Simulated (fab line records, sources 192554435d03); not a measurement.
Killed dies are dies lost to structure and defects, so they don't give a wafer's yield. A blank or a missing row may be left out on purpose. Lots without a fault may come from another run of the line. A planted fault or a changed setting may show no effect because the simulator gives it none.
fab line records | flow n5_finfet
record lots=24 wafers=72 last_day=20
route steps=1938 shown BEOL_M1@794 BEOL_M2@856
lots that met no fault: from a run of the same line without faults
start_h: hours from the record's first day to the start of the lot's first wafer shown | wait_h: hours since the lot's step before | " the same as in the row above | L1.1+2: a row that stands for several wafers | - no value, or no start given | * or withheld: withheld | < > ~ a bound
route shown NAME@n: a module of which the file shows steps, and the number in the route of the first | usual: mean/standard deviation of fault-free wafers | same: alike in all rows | chamber/n: place in a boat | sites: the reading at each site | _std_site: their standard deviation | _edge_site: outer sites' mean less inner sites' | radius_mm: how far each site lies from the wafer's centre | mask NAME#n: copy n | behind: the tool/chamber that last shaped the wafer | hold: why the lot was held/for how many hours/how that ended | device: the transistor (n, p or np) that didn't switch | end of line: the same wafers' tests at the end of the route | a step without rows: its recipe alone | killed: dies lost to structure and defects at the first sort, not the wafer's yield | map: a wafer's dies, x killed, . not, _ none there
set.NAME: the setting as run; set.NAME@STEP: as run at that earlier step | model.NAME: the simulator's own value behind a step, which no gauge read
steps of the route over a sample of lots; a table a step, a row a wafer
services: from which hour (start_h, from the record's first day; less than 0 if before it) a tool's chamber was out of use, for how many hours, and why
## steps
# step N5_BEOL_M1_ETCH_70
# recipe chemistry=N2/H2 target=SOC target_depth_a=800 overetch_a=160 mask_material=SiARC temp_c=40 time_s=120 ion_energy_ev=200 pressure_mtorr=30 source_w=840 bias_w=150 n2_flow_sccm=200 h2_flow_sccm=200
# usual bias_w=150.0/0.46 drypump_motor_current_A=5.7/0.42 n2_flow_sccm=199.9/0.62 oes_product_au=0.60/0.065 rf_vpp_V=523.0/2.4 showerhead_plenum_p_Torr=2.51/0.077 throttle_valve_pct=17.90/0.17
# columns lot.wafer tool chamber start_h wait_h bias_w drypump_motor_current_A n2_flow_sccm oes_product_au rf_hours_counter_h rf_vpp_V showerhead_plenum_p_Torr throttle_valve_pct
L074.2 rie_diel-02 2 126.53 0.0 150.0 6.1 200.0 0.67 47 522.5 2.48 17.79
L074.5 " 1 " " 150.3 5.6 199.7 0.59 - 519.7 2.44 18.05
L074.6 " 2 " " 149.6 6.0 200.1 0.66 - 522.1 2.48 17.79
L075.2 rie_diel-03 3 139.19 0.0 149.4 5.5 200.0 0.55 164 526.9 2.65 17.91
L075.3 " 1 " " 150.3 5.8 200.0 0.56 169 523.5 2.54 18.23
L075.4 " 2 " " 151.3 5.7 199.9 0.54 192 520.0 2.43 17.88
L076.1 rie_diel-02 0 139.66 0.0 149.3 4.8 200.6 0.53 243 524.8 2.60 18.16
L076.2 " 2 " " 150.4 6.1 200.4 0.66 52 521.6 2.48 17.79
L076.4 " 0 " " 150.3 4.8 199.8 0.53 - 526.4 2.60 18.16
L077.1 rie_diel-05 3 148.68 0.0 149.9 6.4 200.4 0.58 146 521.6 2.54 18.06
L077.2 " 2 " " 150.1 6.2 200.6 0.75 4 521.1 2.50 17.67
L077.5 " 1 " " 150.9 5.4 200.3 0.69 - 525.6 2.59 17.59
L078.1 rie_diel-02 1 148.68 0.0 150.9 5.6 200.0 0.58 151 520.9 2.44 18.06
L078.3 " 2 " " 150.6 6.0 199.6 0.66 55 522.0 2.48 17.79
L078.5 " 2 " " 150.5 6.0 200.5 0.66 - 520.9 2.48 17.80
L079.3 rie_diel-02 1 181.86 0.0 150.3 5.5 199.0 0.58 158 521.5 2.44 18.09
L079.5 " 1 " " 149.5 5.6 199.3 0.57 - 522.3 2.44 18.08
L079.6 " 2 " " 150.3 6.1 199.8 0.65 - 521.0 2.47 17.81
L080.3 rie_diel-03 0 182.32 0.0 150.3 6.0 198.7 0.62 96 528.7 2.68 17.97
L080.5 " 2 " " 150.2 5.7 199.5 0.54 - 520.6 2.42 17.92
L080.6 " 3 " " 150.3 5.5 200.1 0.54 - 526.3 2.64 17.96
L081.1 rie_diel-02 1 182.62 0.0 149.5 5.6 200.3 0.58 158 520.3 2.44 18.07
L081.3 " 2 " " 149.8 6.1 200.7 0.65 62 521.6 2.47 17.82
L081.6 " 3 " " 150.3 5.9 199.7 0.56 - 520.5 2.43 17.86
L082.1 rie_diel-02 3 220.83 0.0 149.9 5.9 198.8 0.55 185 520.6 2.43 17.89
L082.3 " 0 " " 150.2 4.8 199.3 0.75 3 524.0 2.60 17.71
L082.4 " 2 " " 150.6 6.0 200.6 0.65 68 521.7 2.47 17.82
L083.1 rie_diel-02 3 224.54 0.0 149.9 5.9 200.8 0.56 186 521.0 2.43 17.88
L083.4 " 2 " " 150.8 6.1 199.4 0.65 69 520.9 2.47 17.82
L083.6 " 0 " " 149.9 4.8 200.1 0.74 - 527.3 2.60 17.71
L084.1 rie_diel-02 0 227.68 0.0 150.0 4.8 200.7 0.74 5 525.5 2.60 17.71
L084.2 " 2 " " 150.2 6.0 200.6 0.65 69 521.0 2.47 17.82
L084.4 " 1 " " 150.0 5.6 200.2 0.58 165 519.9 2.43 18.09
L085.2 rie_diel-03 1 238.53 0.0 150.7 5.7 200.7 0.55 195 523.9 2.53 18.29
L085.3 " 3 " " 149.7 5.5 198.8 0.54 189 526.0 2.64 17.97
L085.6 " 1 " " 149.7 5.7 199.2 0.55 - 524.2 2.53 18.28
L086.1 rie_diel-05 0 240.99 0.0 149.4 5.8 200.4 0.53 221 523.5 2.51 17.73
L086.4 " 1 " " 149.9 5.4 201.4 0.68 44 525.4 2.59 17.59
L086.6 " 2 " " 149.7 6.2 199.4 0.71 - 523.8 2.49 17.68
L087.2 rie_diel-03 2 243.88 0.0 150.1 5.7 199.8 0.53 220 520.2 2.42 17.94
L087.3 " 0 " " 150.3 6.0 199.4 0.61 108 526.8 2.67 17.98
L087.5 " 2 " " 150.0 5.7 200.2 0.53 - 520.2 2.42 17.94
L088.2 rie_diel-03 1 244.35 0.0 150.4 5.7 198.7 0.55 198 524.2 2.52 18.30
L088.4 " 3 " " 150.8 5.5 199.2 0.53 191 526.1 2.63 17.96
L088.5 " 3 " " 150.3 5.4 200.1 0.53 - 524.8 2.63 17.98
L089.2 rie_diel-05 2 274.79 0.0 150.2 6.2 201.1 0.68 29 522.1 2.49 17.70
L089.4 " 3 " " 150.5 6.4 199.4 0.58 168 524.5 2.53 18.10
L089.5 " 3 " " 150.4 6.4 199.6 0.57 - 524.0 2.53 18.12
L092.1 rie_diel-02 2 278.72 0.0 150.2 6.1 200.3 0.63 84 519.8 2.47 17.83
L092.2 " 0 " " 150.3 4.8 200.1 0.71 20 526.1 2.59 17.73
L092.5 " 3 " " 150.5 5.9 200.8 0.55 - 520.7 2.42 17.89
L090.1 rie_diel-02 2 279.08 0.0 150.6 6.0 200.6 0.63 84 521.1 2.47 17.85
L090.4 " 3 " " 149.9 5.9 199.6 0.54 199 520.0 2.42 17.92
L090.5 " 2 " " 149.3 6.1 199.3 0.63 - 523.6 2.47 17.86
L091.1 rie_diel-05 3 279.56 0.0 150.4 6.4 198.9 0.57 169 523.0 2.53 18.11
L091.4 " 2 " " 149.0 6.2 199.1 0.69 30 522.6 2.49 17.72
L091.6 " 3 " " 150.4 6.4 199.5 0.57 - 523.8 2.53 18.10
L093.1 rie_diel-05 0 282.93 0.0 149.9 5.8 200.5 0.53 234 524.2 2.50 17.74
L093.3 " 3 " " 150.1 6.4 200.2 0.57 170 523.4 2.52 18.12
L093.5 " 1 " " 149.3 5.4 201.2 0.66 - 525.7 2.58 17.63
L096.1 rie_diel-05 2 310.57 0.0 149.7 6.2 200.4 0.67 38 522.5 2.48 17.73
L096.2 " 3 " " 149.3 6.3 200.8 0.57 180 522.6 2.52 18.14
L096.3 " 0 " " 150.0 5.8 198.4 0.52 245 523.7 2.50 17.78
L095.1 rie_diel-02 0 310.57 0.0 150.2 4.8 199.3 0.70 28 526.7 2.59 17.76
L095.2 " 2 " " 149.1 6.1 199.3 0.63 95 522.2 2.46 17.87
L095.4 " 3 " " 150.2 5.9 199.7 0.55 211 521.1 2.42 17.92
L094.1 rie_diel-05 2 311.37 0.0 150.5 6.2 200.5 0.68 38 522.2 2.48 17.74
L094.4 " 1 " " 150.3 5.4 199.3 0.64 70 525.8 2.58 17.64
L094.5 " 1 " " 149.9 5.4 200.4 0.64 - 524.6 2.58 17.65
L097.4 rie_diel-02 1 311.82 0.0 149.9 5.6 199.7 0.56 192 521.7 2.42 18.14
L097.5 " 2 " " 150.1 6.1 199.6 0.63 - 522.3 2.46 17.86
L097.6 " 3 " " 150.4 5.9 199.8 0.54 - 520.3 2.42 17.92
# step N5_BEOL_M1_SURFACE_TREAT_85
# recipe gas=Ar time_s=* ion_energy_ev=* ion_current_ma_cm2=0.5 pressure_mtorr=* ar_flow_sccm=30
# usual throttle_valve_pct=*
# columns lot.wafer tool chamber start_h wait_h throttle_valve_pct
L074.2 pvd_sputter-01 - 128.29 0.3 *
L074.5 " - " " *
L074.6 " - " " *
L075.2 pvd_sputter-02 - 140.33 0.1 *
L075.3 " - " " *
L075.4 " - " " *
L076.1 pvd_sputter-01 - 140.95 0.3 *
L076.2 " - " " *
L076.4 " - " " *
L077.1 pvd_sputter-03 - 149.81 0.3 *
L077.2 " - " " *
L077.5 " - " " *
L078.1 pvd_sputter-01 - 149.81 0.2 *
L078.3 " - " " *
L078.5 " - " " *
L079.3 pvd_sputter-03 - 183.15 0.2 *
L079.5 " - " " *
L079.6 " - " " *
L080.3 pvd_sputter-02 - 183.30 0.1 *
L080.5 " - " " *
L080.6 " - " " *
L081.1 pvd_sputter-03 - 185.28 1.9 *
L081.3 " - " " *
L081.6 " - " " *
L082.1 pvd_sputter-01 - 222.25 0.1 *
L082.3 " - " " *
L082.4 " - " " *
L083.1 pvd_sputter-02 - 225.71 0.2 *
L083.4 " - " " *
L083.6 " - " " *
L084.1 pvd_sputter-01 - 229.17 0.2 *
L084.2 " - " " *
L084.4 " - " " *
L085.2 pvd_sputter-03 - 239.65 0.2 *
L085.3 " - " " *
L085.6 " - " " *
L086.1 pvd_sputter-03 - 242.43 0.2 *
L086.4 " - " " *
L086.6 " - " " *
L088.2 pvd_sputter-03 - 245.35 0.2 *
L088.4 " - " " *
L088.5 " - " " *
L087.2 pvd_sputter-03 - 245.39 0.2 *
L087.3 " - " " *
L087.5 " - " " *
L089.2 pvd_sputter-02 - 276.57 0.4 *
L089.4 " - " " *
L089.5 " - " " *
L092.1 pvd_sputter-03 - 280.29 0.3 *
L092.2 " - " " *
L092.5 " - " " *
L090.1 pvd_sputter-03 - 280.33 0.2 *
L090.4 " - " " *
L090.5 " - " " *
L091.1 pvd_sputter-02 - 281.01 0.4 *
L091.4 " - " " *
L091.6 " - " " *
L093.1 pvd_sputter-02 - 283.89 0.2 *
L093.3 " - " " *
L093.5 " - " " *
L096.1 pvd_sputter-01 - 311.45 0.1 *
L096.2 " - " " *
L096.3 " - " " *
L095.1 pvd_sputter-03 - 311.47 0.1 *
L095.2 " - " " *
L095.4 " - " " *
L094.1 pvd_sputter-03 - 312.29 0.1 *
L094.4 " - " " *
L094.5 " - " " *
L097.4 pvd_sputter-02 - 313.53 0.6 *
L097.5 " - " " *
L097.6 " - " " *
# step N5_BEOL_M1_ANNEAL_49
# recipe temp_c=400 time_s=240 ambient=vacuum
# usual heater_power_w=842/90
# columns lot.wafer tool chamber start_h wait_h heater_power_w
L074.2 pvd_sputter-02 - 130.55 0.0 908
L074.5 " - " " 862
L074.6 " - " " 916
L075.2 pvd_sputter-02 - 140.75 0.0 880
L075.3 " - " " 800
L075.4 " - " " 949
L076.1 pvd_sputter-03 - 142.97 0.0 729
L076.2 " - " " 829
L076.4 " - " " 761
L077.1 pvd_sputter-01 - 150.13 0.0 1023
L077.2 " - " " 872
L077.5 " - " " 859
L078.1 pvd_sputter-03 - 150.33 0.0 835
L078.3 " - " " 764
L078.5 " - " " 760
L079.3 pvd_sputter-03 - 183.52 0.0 766
L079.5 " - " " 822
L079.6 " - " " 720
L080.3 pvd_sputter-03 - 185.40 0.0 727
L080.5 " - " " 766
L080.6 " - " " 837
L081.1 pvd_sputter-01 - 185.63 0.0 870
L081.3 " - " " 1032
L081.6 " - " " 1038
L082.1 pvd_sputter-01 - 222.60 0.0 1037
L082.3 " - " " 879
L082.4 " - " " 874
L083.1 pvd_sputter-02 - 227.91 0.0 884
L083.4 " - " " 949
L083.6 " - " " 943
L084.1 pvd_sputter-01 - 229.51 0.0 848
L084.2 " - " " 878
L084.4 " - " " 1016
L085.2 pvd_sputter-03 - 240.09 0.0 720
L085.3 " - " " 723
L085.6 " - " " 705
L086.1 pvd_sputter-02 - 243.04 0.0 936
L086.4 " - " " 883
L086.6 " - " " 789
L088.2 pvd_sputter-02 - 245.68 0.0 899
L088.4 " - " " 922
L088.5 " - " " 935
L087.2 pvd_sputter-03 - 245.75 0.0 837
L087.3 " - " " 720
L087.5 " - " " 720
L089.2 pvd_sputter-03 - 276.91 0.0 739
L089.4 " - " " 729
L089.5 " - " " 758
L092.1 pvd_sputter-03 - 280.59 0.0 813
L092.2 " - " " 710
L092.5 " - " " 829
L090.1 pvd_sputter-01 - 280.80 0.0 879
L090.4 " - " " 887
L090.5 " - " " 891
L091.1 pvd_sputter-02 - 281.47 0.0 878
L091.4 " - " " 821
L091.6 " - " " 930
L093.1 pvd_sputter-03 - 284.27 0.0 769
L093.3 " - " " 727
L093.5 " - " " 718
L096.1 pvd_sputter-01 - 311.75 0.0 849
L096.2 " - " " 877
L096.3 " - " " 1021
L095.1 pvd_sputter-02 - 311.77 0.0 954
L095.2 " - " " 864
L095.4 " - " " 929
L094.1 pvd_sputter-03 - 312.65 0.0 827
L094.4 " - " " 775
L094.5 " - " " 821
L097.4 pvd_sputter-01 - 313.91 0.0 878
L097.5 " - " " 1031
L097.6 " - " " 884
# step N5_BEOL_M1_SPUTTER_94
# recipe material=Cu target_thk_a=45 temp_c=-20 chamber_pressure_pa=0.07 power_w=withheld time_s=8.29
# usual chamber_pressure_pa=0.07001/0.00015 throttle_valve_pct=29.5/1
# columns lot.wafer tool chamber start_h wait_h chamber_pressure_pa throttle_valve_pct
L074.2 pvd_sputter-02 - 132.01 0.1 0.06989 28.9
L074.5 " - " " 0.06999 28.6
L074.6 " - " " 0.06987 29.6
L075.2 pvd_sputter-02 - 142.21 0.1 0.07001 28.5
L075.3 " - " " 0.06993 31.3
L075.4 " - " " 0.07002 30.0
L076.1 pvd_sputter-03 - 144.43 0.1 0.07021 30.6
L076.2 " - " " 0.07003 28.8
L076.4 " - " " 0.07003 28.0
L077.1 pvd_sputter-01 - 151.59 0.1 0.06978 31.3
L077.2 " - " " 0.07007 28.5
L077.5 " - " " 0.06999 28.1
L078.1 pvd_sputter-03 - 151.79 0.1 0.07038 29.1
L078.3 " - " " 0.06975 27.9
L078.5 " - " " 0.07022 28.0
L079.3 pvd_sputter-03 - 184.98 0.1 0.07001 27.9
L079.5 " - " " 0.06986 28.9
L079.6 " - " " 0.0699 29.0
L080.3 pvd_sputter-03 - 186.86 0.1 0.07019 30.9
L080.5 " - " " 0.07004 27.9
L080.6 " - " " 0.07 29.1
L081.1 pvd_sputter-01 - 187.09 0.1 0.07014 28.8
L081.3 " - " " 0.06972 31.1
L081.6 " - " " 0.06968 31.1
L082.1 pvd_sputter-01 - 224.06 0.1 0.07018 31.2
L082.3 " - " " 0.07013 28.6
L082.4 " - " " 0.06977 29.0
L083.1 pvd_sputter-02 - 229.37 0.1 0.07005 28.7
L083.4 " - " " 0.06992 29.6
L083.6 " - " " 0.06975 29.9
L084.1 pvd_sputter-01 - 230.97 0.1 0.06989 28.5
L084.2 " - " " 0.06991 28.7
L084.4 " - " " 0.07004 31.3
L085.2 pvd_sputter-03 - 241.55 0.1 0.07003 30.7
L085.3 " - " " 0.07012 29.0
L085.6 " - " " 0.07016 29.1
L086.1 pvd_sputter-02 - 244.50 0.1 0.07016 30.5
L086.4 " - " " 0.06979 28.5
L086.6 " - " " 0.07008 31.2
L088.2 pvd_sputter-02 - 247.14 0.1 0.07003 28.8
L088.4 " - " " 0.06998 30.2
L088.5 " - " " 0.06989 30.2
L087.2 pvd_sputter-03 - 247.21 0.1 0.07003 29.1
L087.3 " - " " 0.07024 29.0
L087.5 " - " " 0.07003 30.5
L089.2 pvd_sputter-03 - 278.37 0.1 0.07001 27.8
L089.4 " - " " 0.0699 29.1
L089.5 " - " " 0.07001 28.1
L092.1 pvd_sputter-03 - 282.05 0.1 0.07009 28.9
L092.2 " - " " 0.07007 30.6
L092.5 " - " " 0.07015 29.0
L090.1 pvd_sputter-01 - 282.26 0.1 0.07025 28.7
L090.4 " - " " 0.07007 28.4
L090.5 " - " " 0.07005 28.9
L091.1 pvd_sputter-02 - 282.93 0.1 0.07013 28.8
L091.4 " - " " 0.07013 31.6
L091.6 " - " " 0.06978 30.3
L093.1 pvd_sputter-03 - 285.73 0.1 0.07005 27.8
L093.3 " - " " 0.06998 30.7
L093.5 " - " " 0.07002 30.6
L096.1 pvd_sputter-01 - 313.21 0.1 0.07015 28.8
L096.2 " - " " 0.06985 29.9
L096.3 " - " " 0.07 31.1
L095.1 pvd_sputter-02 - 313.23 0.1 0.07009 30.1
L095.2 " - " " 0.07019 28.8
L095.4 " - " " 0.06995 30.4
L094.1 pvd_sputter-03 - 314.11 0.1 0.06985 29.1
L094.4 " - " " 0.06981 27.7
L094.5 " - " " 0.06999 28.8
L097.4 pvd_sputter-01 - 315.37 0.1 0.07003 30.1
L097.5 " - " " 0.07038 31.0
L097.6 " - " " 0.06979 29.7
# step N5_BEOL_M2_INSPECT_13
# recipe mode=adi inspect_instrument=brightfield
# usual raw_defect_count=403/98
# columns lot.wafer tool chamber start_h wait_h raw_defect_count
L074.2 defect_inspect-02 - 134.06 0.0 415
L074.5 " - " " 317
L074.6 " - " " 378
L075.2 defect_inspect-02 - 144.91 0.0 398
L075.3 " - " " 509
L075.4 " - " " 517
L076.1 defect_inspect-01 - 166.25 0.1 394
L076.2 " - " " 531
L076.4 " - " " 497
L077.1 defect_inspect-02 - 166.70 0.1 575
L077.2 " - " " 607
L077.5 " - " " 531
L078.1 defect_inspect-01 - 167.04 0.1 353
L078.3 " - " " 335
L078.5 " - " " 409
L079.3 defect_inspect-01 - 212.02 0.0 348
L079.5 " - " " 424
L079.6 " - " " 369
L080.3 defect_inspect-02 - 212.20 0.1 430
L080.5 " - " " 421
L080.6 " - " " 567
L081.1 defect_inspect-01 - 212.23 0.1 308
L081.3 " - " " 320
L081.6 " - " " 307
L082.1 defect_inspect-02 - 226.42 0.1 564
L082.3 " - " " 581
L082.4 " - " " 512
L083.1 defect_inspect-02 - 232.09 0.1 437
L083.4 " - " " 488
L083.6 " - " " 306
L084.1 defect_inspect-02 - 233.07 0.1 278
L084.2 " - " " 335
L084.4 " - " " 381
L085.2 defect_inspect-01 - 244.96 0.0 454
L085.3 " - " " 692
L085.6 " - " " 395
L086.1 defect_inspect-01 - 247.44 0.1 243
L086.4 " - " " 226
L086.6 " - " " 295
L088.2 defect_inspect-01 - 253.36 0.0 459
L088.4 " - " " 315
L088.5 " - " " 498
L087.2 defect_inspect-01 - 253.52 0.0 419
L087.3 " - " " 369
L087.5 " - " " 330
L089.2 defect_inspect-02 - 281.16 0.0 433
L089.4 " - " " 345
L089.5 " - " " 216
L090.1 defect_inspect-01 - 284.45 0.1 371
L090.4 " - " " 441
L090.5 " - " " 441
L092.1 defect_inspect-02 - 284.86 0.1 385
L092.2 " - " " 360
L092.5 " - " " 374
L091.1 defect_inspect-02 - 286.95 0.1 575
L091.4 " - " " 430
L091.6 " - " " 650
L093.1 defect_inspect-01 - 290.21 0.1 393
L093.3 " - " " 304
L093.5 " - " " 307
L096.1 defect_inspect-01 - 316.43 0.1 451
L096.2 " - " " 384
L096.3 " - " " 381
L095.1 defect_inspect-02 - 316.95 0.1 306
L095.2 " - " " 296
L095.4 " - " " 352
L094.1 defect_inspect-02 - 317.20 0.1 429
L094.4 " - " " 403
L094.5 " - " " 337
L097.4 defect_inspect-01 - 318.38 0.0 446
L097.5 " - " " 358
L097.6 " - " " 376
# step N5_BEOL_M2_DESCUM_16
# recipe chemistry=O2 time_s=7 source_power_w=50 bias_power_w=20 pressure_mtorr=20 rf_frequency_hz=2.712e+07 temp_c=40 resist=CAR-EUV o2_flow_sccm=225
# usual bias_power_w=20.00/0.057 drypump_motor_current_A=5.8/0.38 oes_product_au=0.79/0.062 rf_vpp_V=243.6/1.3 showerhead_plenum_p_Torr=2.12/0.058 throttle_valve_pct=20.47/0.18
# columns lot.wafer tool chamber start_h wait_h bias_power_w drypump_motor_current_A oes_product_au rf_hours_counter_h rf_vpp_V showerhead_plenum_p_Torr throttle_valve_pct
L074.2 rie_diel-01 1 134.24 0.2 20.01 5.8 0.84 74 243.7 2.12 20.37
L074.5 " 0 " " 20.06 5.7 0.87 - 246.0 2.21 20.47
L074.6 " 3 " " 20.04 5.6 0.78 - 243.6 2.10 20.51
L075.2 rie_diel-01 2 144.95 0.0 20.00 6.3 0.87 55 242.8 2.04 20.52
L075.3 " 1 " " 20.02 5.8 0.85 78 243.3 2.12 20.38
L075.4 " 3 " " 20.02 5.6 0.78 127 243.7 2.10 20.51
L076.1 rie_diel-04 3 166.34 0.1 19.97 6.5 0.75 181 245.3 2.18 20.23
L076.2 " 0 " " 19.91 6.4 0.95 8 246.9 2.23 20.26
L076.4 " 2 " " 19.94 5.4 0.72 197 243.7 2.16 20.94
L077.1 rie_diel-01 3 167.18 0.5 20.02 5.6 0.77 133 244.3 2.10 20.54
L077.2 " 0 " " 20.05 5.7 0.86 67 244.7 2.21 20.48
L077.5 " 3 " " 19.96 5.5 0.77 - 243.2 2.10 20.54
L078.1 rie_diel-01 2 167.81 0.8 19.96 6.2 0.86 62 241.8 2.03 20.50
L078.3 " 1 " " 20.01 5.7 0.83 85 243.1 2.12 20.40
L078.5 " 0 " " 20.05 5.7 0.86 - 244.8 2.21 20.48
L079.3 rie_diel-04 1 212.26 0.2 20.01 5.3 0.81 96 243.8 2.10 20.10
L079.5 " 1 " " 19.97 5.4 0.81 - 242.8 2.10 20.10
L079.6 " 0 " " 20.06 6.4 0.92 - 246.1 2.22 20.30
L080.3 rie_diel-01 1 212.52 0.3 19.93 5.8 0.82 91 242.7 2.12 20.39
L080.5 " 1 " " 20.05 5.7 0.82 - 243.8 2.12 20.41
L080.6 " 0 " " 19.95 5.8 0.84 - 245.5 2.21 20.50
L081.1 rie_diel-01 0 212.76 0.5 20.09 5.7 0.85 75 246.5 2.21 20.51
L081.3 " 3 " " 19.89 5.6 0.77 141 243.0 2.09 20.54
L081.6 " 3 " " 19.97 5.6 0.76 - 243.0 2.09 20.54
L082.1 rie_diel-01 2 226.45 0.0 20.03 6.3 0.84 72 241.9 2.03 20.54
L082.3 " 0 " " 19.99 5.7 0.83 78 244.8 2.21 20.50
L082.4 " 1 " " 19.95 5.7 0.81 95 243.9 2.12 20.41
L083.1 rie_diel-01 3 232.13 0.0 19.96 5.6 0.76 146 243.4 2.09 20.55
L083.4 " 0 " " 19.98 5.7 0.85 80 245.0 2.20 20.50
L083.6 " 1 " " 19.98 5.7 0.81 - 243.5 2.12 20.40
L084.1 rie_diel-04 0 233.10 0.0 19.91 6.4 0.91 21 244.9 2.22 20.28
L084.2 " 1 " " 19.97 5.3 0.80 101 244.4 2.10 20.11
L084.4 " 2 " " 20.02 5.5 0.71 210 241.1 2.16 20.95
L085.2 rie_diel-01 2 245.89 0.9 20.03 6.3 0.83 79 243.4 2.03 20.55
L085.3 " 0 " " 19.99 5.7 0.84 85 242.4 2.20 20.50
L085.6 " 3 " " 19.96 5.6 0.75 - 242.8 2.09 20.57
L086.1 rie_diel-06 1 247.47 0.0 19.95 5.7 0.82 81 244.7 2.11 20.48
L086.4 " 0 " " 20.08 5.9 0.73 201 243.1 2.07 20.65
L086.6 " 3 " " 20.06 5.9 0.74 - 244.1 2.10 20.48
L088.2 rie_diel-04 3 253.39 0.0 20.09 6.5 0.73 202 243.8 2.17 20.27
L088.4 " 1 " " 20.02 5.3 0.78 109 243.4 2.10 20.13
L088.5 " 1 " " 20.17 5.3 0.79 - 243.0 2.10 20.11
L087.2 rie_diel-06 1 253.56 0.0 19.99 5.7 0.82 82 244.6 2.11 20.48
L087.3 " 0 " " 19.86 5.9 0.73 202 242.3 2.07 20.65
L087.5 " 0 " " 19.92 6.0 0.73 - 242.8 2.07 20.66
L089.2 rie_diel-06 1 281.19 0.0 20.03 5.8 0.81 95 243.7 2.11 20.49
L089.4 " 3 " " 20.12 5.9 0.73 170 244.0 2.09 20.52
L089.5 " 0 " " 19.96 6.0 0.72 - 242.4 2.07 20.67
L090.1 rie_diel-01 0 284.48 0.0 20.02 5.7 0.82 97 244.1 2.20 20.52
L090.4 " 1 " " 20.09 5.7 0.80 114 243.2 2.11 20.44
L090.5 " 1 " " 19.97 5.8 0.80 - 243.9 2.11 20.45
L092.1 rie_diel-04 2 284.90 0.0 20.07 5.4 0.68 237 242.9 2.15 20.99
L092.2 " 1 " " 20.03 5.3 0.78 128 244.6 2.09 20.13
L092.5 " 3 " " 20.15 6.5 0.73 - 243.1 2.17 20.29
L091.1 rie_diel-06 0 287.30 0.4 20.00 5.9 0.71 216 243.4 2.07 20.68
L091.4 " 1 " " 19.92 5.7 0.81 98 243.7 2.11 20.49
L091.6 " 3 " " 19.91 5.8 0.73 - 243.2 2.09 20.53
L093.1 rie_diel-04 0 290.32 0.1 19.95 6.4 0.87 50 245.7 2.21 20.34
L093.3 " 1 " " 20.03 5.3 0.77 130 241.8 2.09 20.15
L093.5 " 1 " " 19.97 5.3 0.77 - 242.7 2.09 20.16
L096.1 rie_diel-01 2 316.66 0.2 20.02 6.2 0.80 108 241.7 2.02 20.59
L096.2 " 1 " " 20.05 5.7 0.79 127 242.4 2.10 20.46
L096.3 " 3 " " 20.07 5.6 0.72 180 242.2 2.08 20.60
L095.1 rie_diel-06 2 317.41 0.5 20.04 5.1 0.70 217 245.0 2.17 20.40
L095.2 " 3 " " 20.08 5.9 0.72 184 241.4 2.09 20.51
L095.4 " 1 " " 20.02 5.7 0.80 104 243.1 2.11 20.51
L094.1 rie_diel-06 2 317.65 0.4 20.07 5.0 0.71 217 243.4 2.17 20.40
L094.4 " 3 " " 19.95 5.9 0.72 184 242.4 2.09 20.54
L094.5 " 0 " " 20.02 6.0 0.71 - 242.8 2.06 20.70
L097.4 rie_diel-06 0 318.45 0.1 19.99 5.9 0.70 227 243.9 2.06 20.71
L097.5 " 3 " " 19.95 5.9 0.72 - 242.7 2.09 20.53
L097.6 " 2 " " 19.98 5.1 0.71 - 244.0 2.17 20.39
## services
# columns tool chamber start_h hours kind
rie_diel-02 1 107.68 15.5 repair
rie_diel-02 2 107.69 2.9 repair
pvd_sputter-01 - 127.38 0.8 repair
rie_diel-02 - 151.09 15.6 pm
rie_diel-06 - 152.62 0.9 repair
rie_diel-05 - 153.22 28.1 pm
rie_diel-01 0 161.28 4.4 repair
rie_diel-01 1 187.71 6.8 repair
pvd_sputter-03 - 188.94 5.9 repair
rie_diel-05 3 189.24 1.3 repair
pvd_sputter-02 - 202.44 2.8 repair
rie_diel-05 - 207.38 2.6 repair
pvd_sputter-03 - 211.08 3.7 repair
rie_diel-05 1 213.83 14.7 repair
rie_diel-06 1 214.42 9.5 repair
rie_diel-05 - 217.62 0.7 repair
rie_diel-05 3 227.96 6.0 repair
rie_diel-05 1 229.85 2.6 repair
rie_diel-01 - 234.77 2.8 pm
rie_diel-02 - 241.35 2.8 pm
rie_diel-05 0 249.90 1.2 repair
rie_diel-02 3 250.98 4.4 repair
rie_diel-02 0 294.77 12.3 repair
rie_diel-01 0 311.39 14.6 repair
## key
fault none
